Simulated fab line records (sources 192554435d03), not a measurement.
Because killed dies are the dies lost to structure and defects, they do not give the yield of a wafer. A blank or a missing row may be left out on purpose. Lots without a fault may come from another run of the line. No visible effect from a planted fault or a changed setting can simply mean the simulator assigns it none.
Matching of chambers / flow n5Finfet / 3 sister chambers for N5_BEOL_M0_SAQP_MANDREL1_REMOVE_100 on rieSi-05
The step chemistry HBr/Cl2/O2, target a-Si, stops on SiNx, bt time 10 s. 16 wafers are shown with their chamber, then 6 later ones without.

WAFERS PAIRED WITH THEIR CHAMBERS
wafer=L075.3; chamber=3; throttleValvePct (%)=36.49; drypumpMotorCurrentA (A)=5.9; oesProductAu (a.u.)=0.999
wafer=L075.4; chamber=2; throttleValvePct (%)=36.89; drypumpMotorCurrentA (A)=6.3; oesProductAu (a.u.)=1.006
wafer=L075.5; chamber=2; throttleValvePct (%)=36.91; drypumpMotorCurrentA (A)=6.3; oesProductAu (a.u.)=1.009
wafer=L077.3; chamber=2; throttleValvePct (%)=36.90; drypumpMotorCurrentA (A)=6.3; oesProductAu (a.u.)=1.003
wafer=L077.4; chamber=1; throttleValvePct (%)=36.46; drypumpMotorCurrentA (A)=6.7; oesProductAu (a.u.)=0.982
wafer=L077.6; chamber=2; throttleValvePct (%)=36.90; drypumpMotorCurrentA (A)=6.2; oesProductAu (a.u.)=1.017
wafer=L083.1; chamber=1; throttleValvePct (%)=36.44; drypumpMotorCurrentA (A)=6.7; oesProductAu (a.u.)=0.968
wafer=L083.4; chamber=2; throttleValvePct (%)=36.91; drypumpMotorCurrentA (A)=6.2; oesProductAu (a.u.)=1.008
wafer=L083.5; chamber=1; throttleValvePct (%)=36.48; drypumpMotorCurrentA (A)=6.7; oesProductAu (a.u.)=0.977
wafer=L087.3; chamber=1; throttleValvePct (%)=36.46; drypumpMotorCurrentA (A)=6.7; oesProductAu (a.u.)=0.974
wafer=L087.4; chamber=3; throttleValvePct (%)=36.47; drypumpMotorCurrentA (A)=5.9; oesProductAu (a.u.)=0.988
wafer=L087.6; chamber=1; throttleValvePct (%)=36.46; drypumpMotorCurrentA (A)=6.7; oesProductAu (a.u.)=0.975
wafer=L091.1; chamber=2; throttleValvePct (%)=36.90; drypumpMotorCurrentA (A)=6.2; oesProductAu (a.u.)=1.015
wafer=L091.2; chamber=1; throttleValvePct (%)=36.46; drypumpMotorCurrentA (A)=6.7; oesProductAu (a.u.)=0.978
wafer=L091.3; chamber=3; throttleValvePct (%)=36.50; drypumpMotorCurrentA (A)=5.9; oesProductAu (a.u.)=0.987
wafer=L093.2; chamber=1; throttleValvePct (%)=36.47; drypumpMotorCurrentA (A)=6.7; oesProductAu (a.u.)=0.988

SIGNATURES (means of the wafers above)
reading=throttleValvePct; chamber 1=36.4614; chamber 2=36.9017; chamber 3=36.4867; scatter within a chamber=0.0112
reading=drypumpMotorCurrentA; chamber 1=6.700; chamber 2=6.250; chamber 3=5.900; scatter within a chamber=0.034
reading=oesProductAu; chamber 1=0.97743; chamber 2=1.00967; chamber 3=0.99133; scatter within a chamber=0.00602
Rule: for each reading, subtract the chamber's mean from the wafer's reading, divide by that reading's scatter and square the result; add these up over the readings and take the root, which gives the wafer's distance from the chamber. If the next closest chamber is less than 2 further off than the closest, the wafer can't be placed; otherwise it belongs to the closest. The scatter: the root of (the sum of the squares of (reading less its chamber's mean) over the shown wafers, divided by (wafers less chambers)).

WAFERS WITH NO CHAMBER GIVEN
wafer=L093.6; throttleValvePct (%)=36.50; drypumpMotorCurrentA (A)=5.9; oesProductAu (a.u.)=0.988
wafer=L094.1; throttleValvePct (%)=36.49; drypumpMotorCurrentA (A)=5.9; oesProductAu (a.u.)=0.981
wafer=L094.4; throttleValvePct (%)=36.46; drypumpMotorCurrentA (A)=6.7; oesProductAu (a.u.)=0.986
wafer=L094.6; throttleValvePct (%)=36.48; drypumpMotorCurrentA (A)=5.9; oesProductAu (a.u.)=0.982
wafer=L097.1; throttleValvePct (%)=36.48; drypumpMotorCurrentA (A)=5.9; oesProductAu (a.u.)=0.988
wafer=L097.5; throttleValvePct (%)=36.45; drypumpMotorCurrentA (A)=6.7; oesProductAu (a.u.)=0.982

WHICH CHAMBER EACH WENT THROUGH
wafer=L093.6; from the rows above=3; in truth=3
wafer=L094.1; from the rows above=3; in truth=3
wafer=L094.4; from the rows above=1; in truth=1
wafer=L094.6; from the rows above=3; in truth=3
wafer=L097.1; from the rows above=3; in truth=3
wafer=L097.5; from the rows above=1; in truth=1
Correct placement for 6 of the 6. Number that these rows cannot place: 0. 0 placed wrongly.
